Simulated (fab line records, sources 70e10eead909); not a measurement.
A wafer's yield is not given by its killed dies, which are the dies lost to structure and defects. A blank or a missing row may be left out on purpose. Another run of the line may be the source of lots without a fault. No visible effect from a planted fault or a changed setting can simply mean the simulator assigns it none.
What tool caused it? -- flow nand_harc -- 12 lots, 36 wafers sampled, at 5 steps of a route of 1302

## WHAT THE GAUGES READ, wafer by wafer
NHARC_P_GATE_INSPECT_28. Usual: raw_defect_count 7, standard deviation 3.1.
lot,measured,on,raw_defect_count,flag
L191,day 6 06:32,defect_inspect-01,10 4 7,
L192,day 6 18:07,defect_inspect-02,15 7 9,
L194,day 7 12:39,defect_inspect-01,5 14 6,
L195,day 7 17:34,defect_inspect-02,11 8 9,
L197,day 8 14:19,defect_inspect-02,8 5 3,
L200,day 10 05:00,defect_inspect-01,4 7 6,
L201,day 11 04:25,defect_inspect-01,9 8 3,
L206,day 12 11:00,defect_inspect-02,5 7 4,
L208,day 13 02:12,defect_inspect-02,4 5 4,
L207,day 13 02:35,defect_inspect-02,11 9 8,
L210,day 14 03:36,defect_inspect-02,3 2 8,
L211,day 14 17:21,defect_inspect-02,0 7 8,

NHARC_END_SORT_01. Usual: killed_at_array 54, standard deviation 23; killed_at_other 1.2, standard deviation 1.5; killed_at_periphery 3.9, standard deviation 2.5; killed_dies 59, standard deviation 23; killed_open 3.2, standard deviation 1.7; killed_short 2.4, standard deviation 1.6.
lot,measured,on,killed_at_array,killed_at_other,killed_at_periphery,killed_dies,killed_open,killed_short,flag
L191,day 25 11:55,prober-01,19 15 23,1 1 1,6 0 3,26 16 27,6 0 3,8 3 3,
L201,day 31 14:07,prober-02,94 97 93,5 0 3,8 7 4,107 104 100,5 5 2,4 0 2,
L207,day 32 06:44,prober-01,54 53 48,0 2 4,7 1 1,61 56 53,5 4 1,3 3 1,

## TOOL THAT RAN EACH LOT (tool first, then ch and the chambers of the sampled wafers, then the start)
lot,NHARC_P_GATE_DEVELOP_25,NHARC_P_GATE_HM_OPEN_105,NHARC_P_GATE_ETCHBACK_37
L191,"litho_track-04 ch 0, day 6 06:00","rie_diel-13 ch 0,1,2, day 25 11:55 or earlier","rie_diel-13 ch 0,1,2, day 25 11:55 or earlier"
L192,"litho_track-01 ch 0, day 6 17:00","rie_diel-10 ch 1,2,3, no start","rie_diel-13 ch 0,1,2, no start"
L194,"litho_track-06 ch 0, day 7 12:00","rie_diel-13 ch 1,2, no start","rie_diel-10 ch 0,1,2, no start"
L195,"litho_track-04 ch 0, day 7 17:00","rie_diel-10 ch 0,1,3, no start","rie_diel-07 ch 0,2,3, no start"
L197,"litho_track-04 ch 0, day 8 14:00","rie_diel-10 ch 0,3, no start","rie_diel-13 ch 2,3, no start"
L200,"litho_track-04 ch 0, day 10 04:00","rie_diel-07 ch 0,2,3, no start","rie_diel-07 ch 0,1,2, no start"
L201,"litho_track-04 ch 0, day 11 04:00","rie_diel-13 ch 0,2,3, day 31 14:07 or earlier","rie_diel-10 ch 0,1,2, day 31 14:07 or earlier"
L206,"litho_track-01 ch 0, day 12 10:00","rie_diel-13 ch 1,2, no start","rie_diel-07 ch 1,2, no start"
L208,"litho_track-01 ch 0, day 13 02:00","rie_diel-13 ch 1,2,3, no start","rie_diel-13 ch 0,2,3, no start"
L207,"litho_track-01 ch 0, day 13 02:00","rie_diel-10 ch 0,2,3, day 32 06:44 or earlier","rie_diel-10 ch 0,1, day 32 06:44 or earlier"
L210,"litho_track-04 ch 0, day 14 03:00","rie_diel-07 ch 0,1, no start","rie_diel-07 ch 0,1,3, no start"
L211,"litho_track-04 ch 0, day 14 17:00","rie_diel-10 ch 0,1,3, no start","rie_diel-13 ch 0,2,3, no start"
- NHARC_P_GATE_DEVELOP_25: develop time 35 s.
- NHARC_P_GATE_HM_OPEN_105: chemistry O2/COS, target depth 360 nm.
- NHARC_P_GATE_ETCHBACK_37: etches the open film in CHF3/O2, target depth 34.5 nm, time 17.2 s.

## WHAT THE TOOLS THEMSELVES READ (means of the sampled wafers that have a number; where no wafer has one, the mark that the record gives instead)
NHARC_P_GATE_DEVELOP_25. Usual: developer_temp_C 23.01 C, standard deviation 0.1; resist_line_temp_C 23.01 C, standard deviation 0.1.
lot,tool,developer_temp_C (C),resist_line_temp_C (C),flag
L191,litho_track-04,23.03,22.94,
L192,litho_track-01,22.94,23.05,
L194,litho_track-06,22.91,23.01,
L195,litho_track-04,23.05,23.02,
L197,litho_track-04,22.95,23.09,
L200,litho_track-04,22.08,22.93,OFF
L201,litho_track-04,22.10,22.96,OFF
L206,litho_track-01,23.07,22.98,
L208,litho_track-01,23.05,23.01,
L207,litho_track-01,23.03,22.89,
L210,litho_track-04,23.01,22.84,
L211,litho_track-04,23.00,23.13,

NHARC_P_GATE_HM_OPEN_105. Usual: bias_w 300.1 W, standard deviation 0.88; drypump_motor_current_A 5.7 A, standard deviation 0.45; oes_product_au 0.998 a.u., standard deviation 0.0087; rf_vpp_V 468.4 V, standard deviation 2.6; showerhead_plenum_p_Torr 3.18 Torr, standard deviation 0.11; throttle_valve_pct 28.330 %, standard deviation 0.0087.
lot,tool,bias_w (W),drypump_motor_current_A (A),oes_product_au (a.u.),rf_vpp_V (V),showerhead_plenum_p_Torr (Torr),throttle_valve_pct (%),flag
L191,rie_diel-13,299.7,5.5,0.997,469.7,3.25,28.326,
L192,rie_diel-10,300.4,5.9,0.988,468.8,3.19,28.324,
L194,rie_diel-13,299.6,5.2,1.001,470.1,3.28,28.331,
L195,rie_diel-10,300.1,5.7,0.999,467.8,3.14,28.337,
L197,rie_diel-10,300.3,5.6,0.993,468.6,3.20,28.339,
L200,rie_diel-07,300.9,5.7,0.997,466.9,3.12,28.327,
L201,rie_diel-13,299.6,5.7,1.009,468.9,3.21,28.335,
L206,rie_diel-13,298.9,5.3,0.994,471.5,3.31,28.337,
L208,rie_diel-13,299.7,5.4,1.003,470.1,3.28,28.324,
L207,rie_diel-10,300.8,5.7,0.992,469.7,3.23,28.327,
L210,rie_diel-07,300.4,6.2,0.988,464.7,3.02,28.332,
L211,rie_diel-10,301.2,5.7,0.992,467.0,3.13,28.338,

NHARC_P_GATE_ETCHBACK_37. Usual: bias_w 199.9 W, standard deviation 0.62; drypump_motor_current_A 5.7 A, standard deviation 0.42; oes_product_au 0.95 a.u., standard deviation 0.033; rf_vpp_V 371.5 V, standard deviation 2.1; showerhead_plenum_p_Torr 2.45 Torr, standard deviation 0.087; throttle_valve_pct 20.572 %, standard deviation 0.0084.
lot,tool,bias_w (W),drypump_motor_current_A (A),oes_product_au (a.u.),rf_vpp_V (V),showerhead_plenum_p_Torr (Torr),throttle_valve_pct (%),flag
L191,rie_diel-13,199.8,5.5,0.94,372.3,2.50,20.573,
L192,rie_diel-13,200.0,5.5,0.93,372.8,2.50,20.563,
L194,rie_diel-10,200.0,5.9,1.00,371.9,2.44,20.571,
L195,rie_diel-07,199.8,5.7,0.91,370.3,2.40,20.563,
L197,rie_diel-13,200.2,5.3,0.93,372.1,2.50,20.572,
L200,rie_diel-07,199.6,5.8,0.92,369.0,2.35,20.562,
L201,rie_diel-10,200.0,5.9,0.99,371.0,2.44,20.577,
L206,rie_diel-07,199.4,5.7,0.92,370.2,2.37,20.568,
L208,rie_diel-13,199.5,5.7,0.92,372.3,2.47,20.572,
L207,rie_diel-10,200.0,5.8,0.92,369.9,2.36,20.580,
L210,rie_diel-07,199.7,6.1,0.91,369.9,2.38,20.572,
L211,rie_diel-13,200.0,5.7,1.00,371.9,2.47,20.570,

## THE ANSWER, worked out from the rows above alone
Rule: a lot is off if the mean of its wafers that have a number lies more than 3 standard deviations from the usual mean. Also off: a lot with no number at a reading for which 4 or more lots have one. Any other lot the step has rows for is counted as sound. First the gauges in route order, then the tools' own readings, where a lot's mean is used as printed above. At the first step where some lot is off, the reading lying furthest off is the one used; lots without a number count as furthest.
Off at NHARC_P_GATE_DEVELOP_25 (developer_temp_C): L200, L201.
If a tool, at that step or one of the process steps before it, ran each lot that is off and ran no sound lot following the first of them, it fits. No candidate that was tried fits.

## WHAT THE SIMULATOR HAD PUT IN
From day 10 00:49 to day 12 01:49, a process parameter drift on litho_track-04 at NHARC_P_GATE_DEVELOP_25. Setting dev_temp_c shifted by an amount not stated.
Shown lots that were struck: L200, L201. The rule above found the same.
